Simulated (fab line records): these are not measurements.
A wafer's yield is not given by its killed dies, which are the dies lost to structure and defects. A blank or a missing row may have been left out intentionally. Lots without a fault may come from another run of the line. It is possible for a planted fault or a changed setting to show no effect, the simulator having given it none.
fab line records + flow nandHarc
[record]
- lots = 14
- wafers = 42
- lastDay = 33
route steps=1302 shown A_CONTACT@1042
lots that met no fault: taken from a fault-free run of the same line
startH: start of the lot's first displayed wafer, in hours after the record's first day + waitH: hours since the lot's step before + " repeats the value in the row above + L1.1+2: a row that stands for several wafers + - value missing, or start not given + * or withheld: withheld + < > ~ a bound
route shown NAME@n: a module of which the file shows steps, and the number in the route of the first + usual: mean/standard deviation taken from wafers without a fault + same: alike in all rows + chamber/n: place in a boat + sites: each site's reading + _std_site: standard deviation across them + _edge_site: mean of outer sites minus mean of inner sites + radiusMm: for every site, how far away it sits from the centre of the wafer + mask NAME#n: copy n + behind: the most recent tool/chamber to have shaped the wafer + hold: what put the lot on hold/how long, in hours/how the hold closed + device: transistor that didn't switch, given as n, p or np + end of line: the same wafers' tests at the end of the route + a step without rows: its recipe alone + killed: count of dies lost to structure and defects at first sort (not the wafer's yield) + map: the dies of a wafer, with x for killed, . for not killed, _ for no die there
set.NAME: the run value of the setting; set.NAME@STEP: its run value at that earlier step + model.NAME: the simulator's own value behind a step, which no gauge read
one table for each step of the route and one row for each wafer, over a sample of lots
services: a tool's chamber out of use, with start hour (startH, from the record's first day; less than 0 if before it), hours out, and reason
[[steps]]
[step NHARC_A_CONTACT_DESCUM_74]
[recipe]
- timeS = 3
- o2FlowSccm = 200
- arFlowSccm = 0
- biasPowerW = 0
- chemistry = O2
[usual]
- drypumpMotorCurrentA = 6.2/0.33
- oesProductAu = 0.997/0.012
- rfVppV = 57.7/0.95
- showerheadPlenumPTorr = 1.90/0.098
- throttleValvePct = 11.311/0.01
| lot.wafer | tool       | chamber | startH | waitH | drypumpMotorCurrentA | oesProductAu | rfHoursCounterH | rfVppV | showerheadPlenumPTorr | throttleValvePct |
|-----------|------------|---------|--------|-------|----------------------|--------------|-----------------|--------|-----------------------|------------------|
| L678.1    | rieDiel-10 | 3       | 527.41 | 0.1   | 6.6                  | 0.990        | 15              | 57.3   | 1.81                  | 11.305           |
| L678.4    | "          | 0       | "      | "     | 6.1                  | 1.012        | 15              | 58.5   | 2.02                  | 11.324           |
| L678.6    | "          | 3       | "      | "     | 6.6                  | 0.988        | -               | 58.0   | 1.81                  | 11.287           |
| L677.3    | rieDiel-03 | 1       | 533.11 | 0.1   | 6.0                  | 1.014        | 22              | 56.7   | 1.80                  | 11.307           |
| L677.5    | "          | 2       | "      | "     | 6.7                  | 0.991        | -               | 56.8   | 2.05                  | 11.302           |
| L677.6    | "          | 3       | "      | "     | 6.3                  | 0.979        | -               | 57.9   | 1.86                  | 11.297           |
| L681.2    | rieDiel-10 | 3       | 554.94 | 0.1   | 6.6                  | 0.991        | 21              | 56.2   | 1.81                  | 11.293           |
| L681.3    | "          | 0       | "      | "     | 6.1                  | 1.005        | 19              | 56.3   | 2.02                  | 11.296           |
| L681.4    | "          | 2       | "      | "     | 6.5                  | 0.995        | 20              | 57.4   | 1.80                  | 11.328           |
| L682.3    | rieDiel-03 | 1       | 587.18 | 0.1   | 6.0                  | 0.998        | 41              | 56.9   | 1.79                  | 11.319           |
| L682.4    | "          | 3       | "      | "     | 6.3                  | 0.976        | 37              | 59.0   | 1.86                  | 11.298           |
| L682.6    | "          | 0       | "      | "     | 6.4                  | 0.998        | -               | 57.4   | 1.81                  | 11.330           |
| L684.1    | rieDiel-10 | 0       | 591.72 | 0.1   | 6.1                  | 1.020        | 27              | 57.7   | 2.02                  | 11.305           |
| L684.2    | "          | 1       | "      | "     | 6.0                  | 0.985        | 26              | 57.8   | 1.96                  | 11.310           |
| L684.5    | "          | 1       | "      | "     | 6.0                  | 0.992        | -               | 58.4   | 1.96                  | 11.322           |
| L687.3    | rieDiel-10 | 0       | 613.43 | 0.3   | 6.1                  | 1.017        | 2               | 58.7   | 2.02                  | 11.295           |
| L687.5    | "          | 1       | "      | "     | 6.0                  | 1.009        | -               | 57.5   | 1.96                  | 11.301           |
| L687.6    | "          | 2       | "      | "     | 6.5                  | 1.003        | -               | 57.5   | 1.79                  | 11.314           |
| L686.4    | rieDiel-10 | 2       | 617.06 | 0.1   | 6.5                  | 0.996        | 3               | 56.7   | 1.79                  | 11.300           |
| L686.6    | "          | 0       | "      | "     | 6.1                  | 0.996        | -               | 59.3   | 2.02                  | 11.321           |
| L686.5    | "          | 1       | "      | "     | 6.0                  | 1.000        | -               | 57.7   | 1.96                  | 11.294           |
| L692.1    | rieDiel-03 | 0       | 657.62 | 0.1   | 6.3                  | 0.993        | 5               | 58.8   | 1.80                  | 11.324           |
| L692.3    | "          | 2       | "      | "     | 6.7                  | 0.983        | 6               | 57.8   | 2.04                  | 11.293           |
| L692.6    | "          | 0       | "      | "     | 6.3                  | 0.974        | -               | 56.8   | 1.80                  | 11.317           |
| L691.3    | rieDiel-10 | 1       | 668.48 | 0.1   | 6.0                  | 1.001        | 12              | 59.3   | 1.95                  | 11.315           |
| L691.5    | "          | 3       | "      | "     | 6.6                  | 0.979        | -               | 57.0   | 1.80                  | 11.313           |
| L691.6    | "          | 0       | "      | "     | 6.1                  | 1.003        | -               | 58.1   | 2.01                  | 11.299           |
| L693.3    | rieDiel-10 | 2       | 685.59 | 0.1   | 6.5                  | 0.992        | 14              | 57.6   | 1.79                  | 11.313           |
| L693.4    | "          | 3       | "      | "     | 6.7                  | 0.990        | 13              | 58.7   | 1.80                  | 11.312           |
| L693.6    | "          | 3       | "      | "     | 6.6                  | 0.984        | -               | 57.1   | 1.80                  | 11.313           |
| L694.2    | rieDiel-10 | 1       | 686.84 | 0.1   | 6.0                  | 1.000        | 14              | 57.1   | 1.95                  | 11.317           |
| L694.1    | "          | 2       | "      | "     | 6.5                  | 0.975        | 14              | 57.8   | 1.79                  | 11.318           |
| L694.3    | "          | 3       | "      | "     | 6.6                  | 0.990        | 14              | 56.9   | 1.80                  | 11.330           |
| L696.1    | rieDiel-03 | 1       | 701.37 | 0.1   | 6.0                  | 1.003        | 17              | 56.6   | 1.78                  | 11.321           |
| L696.4    | "          | 3       | "      | "     | 6.2                  | 1.003        | 17              | 56.9   | 1.85                  | 11.309           |
| L696.2    | "          | 0       | "      | "     | 6.3                  | 1.004        | 19              | 57.0   | 1.80                  | 11.312           |
| L695.4    | rieDiel-11 | 2       | 703.50 | 0.1   | 5.7                  | 1.001        | 23              | 58.2   | 2.07                  | 11.299           |
| L695.5    | "          | 2       | "      | "     | 5.7                  | 0.995        | -               | 59.1   | 2.07                  | 11.295           |
| L695.6    | "          | 3       | "      | "     | 6.5                  | 1.015        | -               | 58.0   | 2.03                  | 11.307           |
| L697.4    | rieDiel-10 | 1       | 722.20 | 0.1   | 6.1                  | 1.000        | 18              | 57.5   | 1.95                  | 11.307           |
| L697.3    | "          | 2       | "      | "     | 6.5                  | 0.977        | 19              | 57.0   | 1.79                  | 11.310           |
| L697.5    | "          | 2       | "      | "     | 6.5                  | 0.986        | -               | 56.4   | 1.79                  | 11.311           |
[step NHARC_A_CONTACT_ETCH_124]
[recipe]
- sourceW = withheld
- pressureMtorr = 20
- biasV = withheld
- timeS = 140
- targetDepthA = 7000
- arFlowSccm = withheld
- c4f8FlowSccm = withheld
- o2FlowSccm = withheld
- chemistry = C4F8/O2/Ar
[usual]
- chamberPressureMTorr = 20.000/0.017
- oesAirLineAu = 0.999/0.017
| lot.wafer | tool          | chamber | startH | waitH | chamberPressureMTorr | oesAirLineAu | rfHoursCounterH |
|-----------|---------------|---------|--------|-------|----------------------|--------------|-----------------|
| L678.1    | harCapEtch-02 | 1       | 528.99 | -     | 20.014               | 1.002        | 89              |
| L678.4    | "             | 1       | "      | "     | 19.996               | 0.965        | -               |
| L678.6    | "             | 1       | "      | "     | 19.990               | 1.008        | -               |
| L677.3    | harCapEtch-03 | 0       | 534.69 | -     | 19.994               | 0.993        | -               |
| L677.5    | "             | 0       | "      | "     | 20.006               | 0.986        | -               |
| L677.6    | "             | 1       | "      | "     | 19.990               | 1.002        | -               |
| L681.2    | harCapEtch-02 | 1       | 556.48 | -     | 20.029               | 0.984        | 97              |
| L681.3    | "             | 1       | "      | "     | 20.019               | 0.980        | -               |
| L681.4    | "             | 0       | "      | "     | 19.976               | 0.993        | -               |
| L682.4    | harCapEtch-02 | 1       | 588.87 | -     | 19.973               | 1.021        | -               |
| L682.3    | "             | 0       | "      | "     | 19.985               | 1.010        | -               |
| L682.6    | "             | 0       | "      | "     | 19.992               | 1.025        | -               |
| L684.1    | harCapEtch-02 | 1       | 594.17 | -     | 20.004               | 0.972        | 103             |
| L684.2    | "             | 0       | "      | "     | 20.002               | 0.990        | 103             |
| L684.5    | "             | 1       | "      | "     | 20.008               | 0.975        | -               |
| L687.3    | harCapEtch-02 | 1       | 615.05 | -     | 20.025               | 0.986        | -               |
| L687.6    | "             | 0       | "      | "     | 19.992               | 1.007        | -               |
| L687.5    | "             | 1       | "      | "     | 19.967               | 1.023        | -               |
| L686.4    | harCapEtch-01 | 1       | 618.70 | -     | 20.030               | 1.017        | -               |
| L686.6    | "             | 0       | "      | "     | 19.966               | 0.990        | -               |
| L686.5    | "             | 1       | "      | "     | 20.028               | 1.008        | -               |
| L692.1    | harCapEtch-03 | 1       | 659.17 | -     | 19.997               | 0.996        | 71              |
| L692.3    | "             | 1       | "      | "     | 20.002               | 1.021        | -               |
| L692.6    | "             | 1       | "      | "     | 20.010               | 1.024        | -               |
| L691.3    | harCapEtch-01 | 0       | 670.29 | -     | 20.000               | 1.022        | -               |
| L691.6    | "             | 1       | "      | "     | 20.016               | 0.984        | -               |
| L691.5    | "             | 0       | "      | "     | 19.988               | 1.007        | -               |
| L693.3    | harCapEtch-02 | 0       | 687.20 | -     | 19.993               | 0.978        | -               |
| L693.4    | "             | 1       | "      | "     | 19.987               | 1.001        | -               |
| L693.6    | "             | 1       | "      | "     | 20.011               | 1.001        | -               |
| L694.2    | harCapEtch-03 | 0       | 688.41 | -     | 19.987               | 1.038        | 76              |
| L694.1    | "             | 1       | "      | "     | 19.993               | 0.982        | 76              |
| L694.3    | "             | 0       | "      | "     | 20.010               | 1.012        | -               |
| L696.1    | harCapEtch-03 | 1       | 702.90 | -     | 20.002               | 0.968        | 79              |
| L696.2    | "             | 0       | "      | "     | 20.000               | 1.005        | 79              |
| L696.4    | "             | 0       | "      | "     | 20.014               | 0.999        | -               |
| L695.4    | harCapEtch-02 | 1       | 705.10 | -     | 19.978               | 1.008        | -               |
| L695.5    | "             | 1       | "      | "     | 19.997               | 0.987        | -               |
| L695.6    | "             | 0       | "      | "     | 19.979               | 1.015        | -               |
| L697.3    | harCapEtch-01 | 0       | 723.82 | -     | 19.987               | 1.003        | -               |
| L697.4    | "             | 1       | "      | "     | 19.993               | 1.012        | -               |
| L697.5    | "             | 0       | "      | "     | 20.015               | 0.995        | -               |
[step NHARC_A_CONTACT_ETCH_131]
[recipe]
- sourceW = withheld
- pressureMtorr = 20
- biasV = 3000
- timeS = 197
- targetDepthA = 19180
- arFlowSccm = withheld
- c4f8FlowSccm = withheld
- o2FlowSccm = withheld
- chemistry = C4F8/O2/Ar
[usual]
- chamberPressureMTorr = 20.000/0.019
- oesAirLineAu = 1.001/0.022
| lot.wafer | tool          | chamber | startH | waitH | chamberPressureMTorr | oesAirLineAu | rfHoursCounterH |
|-----------|---------------|---------|--------|-------|----------------------|--------------|-----------------|
| L678.1    | harCapEtch-02 | 1       | 530.25 | 0.1   | 19.998               | 1.034        | 90              |
| L678.4    | "             | 1       | "      | "     | 19.999               | 0.990        | -               |
| L678.6    | "             | 1       | "      | "     | 20.016               | 0.984        | -               |
| L677.3    | harCapEtch-03 | 0       | 535.94 | 0.1   | 19.978               | 0.990        | -               |
| L677.5    | "             | 0       | "      | "     | 19.992               | 0.998        | -               |
| L677.6    | "             | 1       | "      | "     | 20.001               | 1.020        | -               |
| L681.2    | harCapEtch-02 | 1       | 557.74 | 0.1   | 20.018               | 0.992        | 98              |
| L681.3    | "             | 1       | "      | "     | 20.006               | 0.969        | -               |
| L681.4    | "             | 0       | "      | "     | 20.041               | 1.023        | -               |
| L682.4    | harCapEtch-02 | 1       | 590.39 | 0.1   | 19.999               | 0.999        | -               |
| L682.3    | "             | 0       | "      | "     | 20.024               | 1.000        | -               |
| L682.6    | "             | 0       | "      | "     | 20.023               | 1.000        | -               |
| L684.1    | harCapEtch-02 | 1       | 595.43 | 0.1   | 19.975               | 0.950        | 104             |
| L684.2    | "             | 0       | "      | "     | 19.973               | 0.992        | 104             |
| L684.5    | "             | 1       | "      | "     | 19.952               | 0.999        | -               |
| L687.3    | harCapEtch-02 | 1       | 616.29 | 0.1   | 20.000               | 0.989        | -               |
| L687.6    | "             | 0       | "      | "     | 19.973               | 1.004        | -               |
| L687.5    | "             | 1       | "      | "     | 20.025               | 1.030        | -               |
| L686.4    | harCapEtch-01 | 1       | 619.95 | 0.1   | 19.976               | 1.030        | -               |
| L686.6    | "             | 0       | "      | "     | 19.978               | 1.037        | -               |
| L686.5    | "             | 1       | "      | "     | 19.985               | 0.978        | -               |
| L692.1    | harCapEtch-03 | 1       | 660.41 | 0.1   | 20.003               | 1.015        | 72              |
| L692.3    | "             | 1       | "      | "     | 19.976               | 1.026        | -               |
| L692.6    | "             | 1       | "      | "     | 19.977               | 1.050        | -               |
| L691.3    | harCapEtch-01 | 0       | 671.53 | 0.1   | 19.995               | 1.012        | -               |
| L691.6    | "             | 1       | "      | "     | 20.028               | 0.967        | -               |
| L691.5    | "             | 0       | "      | "     | 20.002               | 0.998        | -               |
| L693.3    | harCapEtch-02 | 0       | 688.45 | 0.1   | 20.015               | 0.966        | -               |
| L693.4    | "             | 1       | "      | "     | 20.015               | 1.028        | -               |
| L693.6    | "             | 1       | "      | "     | 20.031               | 1.024        | -               |
| L694.2    | harCapEtch-03 | 0       | 689.67 | 0.1   | 20.002               | 0.975        | 77              |
| L694.1    | "             | 1       | "      | "     | 19.982               | 1.028        | 77              |
| L694.3    | "             | 0       | "      | "     | 20.047               | 0.999        | -               |
| L696.1    | harCapEtch-03 | 1       | 704.17 | 0.1   | 19.976               | 0.989        | 81              |
| L696.2    | "             | 0       | "      | "     | 20.026               | 1.052        | 81              |
| L696.4    | "             | 0       | "      | "     | 19.988               | 1.027        | -               |
| L695.4    | harCapEtch-02 | 1       | 706.36 | 0.1   | 20.024               | 1.034        | -               |
| L695.5    | "             | 1       | "      | "     | 20.022               | 1.010        | -               |
| L695.6    | "             | 0       | "      | "     | 20.003               | 0.996        | -               |
| L697.3    | harCapEtch-01 | 0       | 725.07 | 0.1   | 20.005               | 0.997        | -               |
| L697.4    | "             | 1       | "      | "     | 20.007               | 1.007        | -               |
| L697.5    | "             | 0       | "      | "     | 19.989               | 1.009        | -               |
[step NHARC_A_CONTACT_ETCH_132]
[recipe]
- sourceW = withheld
- pressureMtorr = 20
- biasV = 3000
- timeS = 197
- targetDepthA = 19240
- arFlowSccm = withheld
- c4f8FlowSccm = withheld
- o2FlowSccm = withheld
- chemistry = C4F8/O2/Ar
[usual]
- chamberPressureMTorr = 19.997/0.018
- oesAirLineAu = 0.994/0.019
| lot.wafer | tool          | chamber | startH | waitH | chamberPressureMTorr | oesAirLineAu | rfHoursCounterH |
|-----------|---------------|---------|--------|-------|----------------------|--------------|-----------------|
| L678.1    | harCapEtch-02 | 1       | 530.43 | 0.1   | 20.026               | 0.974        | 90              |
| L678.4    | "             | 1       | "      | "     | 20.013               | 1.001        | -               |
| L678.6    | "             | 1       | "      | "     | 19.981               | 0.998        | -               |
| L677.3    | harCapEtch-03 | 0       | 536.12 | 0.1   | 20.014               | 0.999        | -               |
| L677.5    | "             | 0       | "      | "     | 19.990               | 0.979        | -               |
| L677.6    | "             | 1       | "      | "     | 20.016               | 0.992        | -               |
| L681.2    | harCapEtch-02 | 1       | 557.92 | 0.1   | 19.991               | 1.010        | 98              |
| L681.3    | "             | 1       | "      | "     | 20.001               | 0.997        | -               |
| L681.4    | "             | 0       | "      | "     | 19.983               | 1.023        | -               |
| L682.4    | harCapEtch-02 | 1       | 590.57 | 0.1   | 19.996               | 0.991        | -               |
| L682.3    | "             | 0       | "      | "     | 19.986               | 0.964        | -               |
| L682.6    | "             | 0       | "      | "     | 20.000               | 0.959        | -               |
| L684.1    | harCapEtch-02 | 1       | 595.61 | 0.1   | 19.999               | 1.002        | 104             |
| L684.2    | "             | 0       | "      | "     | 19.969               | 1.001        | 104             |
| L684.5    | "             | 1       | "      | "     | 19.993               | 0.960        | -               |
| L687.3    | harCapEtch-02 | 1       | 616.47 | 0.1   | -                    | -            | -               |
| L687.6    | "             | 0       | "      | "     | -                    | -            | -               |
| L687.5    | "             | 1       | "      | "     | -                    | -            | -               |
| L686.4    | harCapEtch-01 | 1       | 620.13 | 0.1   | -                    | -            | -               |
| L686.6    | "             | 0       | "      | "     | -                    | -            | -               |
| L686.5    | "             | 1       | "      | "     | -                    | -            | -               |
| L692.1    | harCapEtch-03 | 1       | 660.59 | 0.1   | 20.012               | 0.993        | 72              |
| L692.3    | "             | 1       | "      | "     | 19.990               | 1.017        | -               |
| L692.6    | "             | 1       | "      | "     | 20.001               | 1.021        | -               |
| L691.3    | harCapEtch-01 | 0       | 671.71 | 0.1   | 19.957               | 0.988        | -               |
| L691.6    | "             | 1       | "      | "     | 19.997               | 1.011        | -               |
| L691.5    | "             | 0       | "      | "     | 20.025               | 1.025        | -               |
| L693.3    | harCapEtch-02 | 0       | 688.62 | 0.1   | 19.982               | 0.999        | -               |
| L693.4    | "             | 1       | "      | "     | 20.028               | 0.959        | -               |
| L693.6    | "             | 1       | "      | "     | 20.016               | 0.972        | -               |
| L694.2    | harCapEtch-03 | 0       | 689.84 | 0.1   | 20.015               | 1.007        | 78              |
| L694.1    | "             | 1       | "      | "     | 20.029               | 1.032        | 78              |
| L694.3    | "             | 0       | "      | "     | 19.985               | 0.981        | -               |
| L696.1    | harCapEtch-03 | 1       | 704.34 | 0.1   | 20.026               | 0.968        | 81              |
| L696.2    | "             | 0       | "      | "     | 20.020               | 1.001        | 81              |
| L696.4    | "             | 0       | "      | "     | 19.990               | 0.990        | -               |
| L695.4    | harCapEtch-02 | 1       | 706.53 | 0.1   | 19.991               | 1.012        | -               |
| L695.5    | "             | 1       | "      | "     | 20.022               | 1.002        | -               |
| L695.6    | "             | 0       | "      | "     | 20.004               | 1.031        | -               |
| L697.3    | harCapEtch-01 | 0       | 725.24 | 0.1   | 19.995               | 0.998        | -               |
| L697.4    | "             | 1       | "      | "     | 19.978               | 1.013        | -               |
| L697.5    | "             | 0       | "      | "     | 20.000               | 0.987        | -               |
[[services]]
| tool          | chamber | startH | hours | kind                        |
|---------------|---------|--------|-------|-----------------------------|
| harCapEtch-01 | 0       | 514.00 | -     | clean                       |
| harCapEtch-01 | 1       | 514.00 | -     | clean                       |
| harCapEtch-01 | 1       | 514.00 | -     | consumableReplace:focusRing |
| rieDiel-10    | 0       | 526.75 | -     | clean                       |
| rieDiel-10    | 1       | 526.75 | -     | clean                       |
| rieDiel-10    | 2       | 526.75 | -     | clean                       |
| rieDiel-10    | 3       | 526.75 | -     | clean                       |
| rieDiel-10    | 0       | 551.25 | -     | clean                       |
| rieDiel-10    | 1       | 551.25 | -     | clean                       |
| rieDiel-10    | 2       | 551.25 | -     | clean                       |
| rieDiel-10    | 3       | 551.25 | -     | clean                       |
| harCapEtch-01 | -       | 556.44 | 1.4   | repair                      |
| rieDiel-10    | 0       | 575.75 | -     | clean                       |
| rieDiel-10    | 1       | 575.75 | -     | clean                       |
| rieDiel-10    | 3       | 584.32 | 14.6  | repair                      |
| rieDiel-03    | 3       | 593.75 | 15.1  | repair                      |
| rieDiel-10    | -       | 596.77 | 9.0   | pm                          |
| rieDiel-11    | -       | 609.53 | 9.0   | pm                          |
| harCapEtch-02 | -       | 624.21 | 1.0   | repair                      |
| rieDiel-10    | 3       | 632.89 | 4.0   | repair                      |
| rieDiel-03    | -       | 635.43 | 9.0   | pm                          |
| rieDiel-03    | -       | 679.03 | 0.6   | repair                      |
| rieDiel-03    | 0       | 689.40 | 2.4   | repair                      |
| rieDiel-03    | 1       | 716.53 | 9.4   | repair                      |
[[key]]
[firstSign]
- step = NHARC_A_CONTACT_ETCH_132
- reading = toolRecord
- direction = missing
effect none on later readings
metAt NHARC_A_CONTACT_ETCH_132
struckLots L686,L687
laterRowsLeftOut L686.4,L686.5,L686.6,L687.3,L687.5,L687.6
sortLeftOut L686.4,L686.5,L686.6,L687.3,L687.5,L687.6
testerLeftOut L686,L687
notActingAt NHARC_A_CONTACT_DESCUM_74,NHARC_A_CONTACT_ETCH_124,NHARC_A_CONTACT_ETCH_131
onsetBetween 595.61 616.47
[fault]
- kind = skippedStepWhole
- tool = harCapEtch-01,harCapEtch-02
- chamber = -
- onsetH = 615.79
- steps = NHARC_A_CONTACT_ETCH_132
- scope = struckLotsOnly
// testerLeftOut: of these lots the tester's yield and bins aren't shown, on N5 and GAA mostly nor the transistor test; their killed dies are dies lost to structure and defects alone, not to doping, threshold or leakage, so they don't give the yield
// sortLeftOut: the simulated sort isn't trusted on such a fault, so these wafers' sort isn't shown, and their yield isn't known
// laterRowsLeftOut: the simulator's readings of these wafers behind a module that went badly wrong aren't trusted and aren't shown, but for the sort
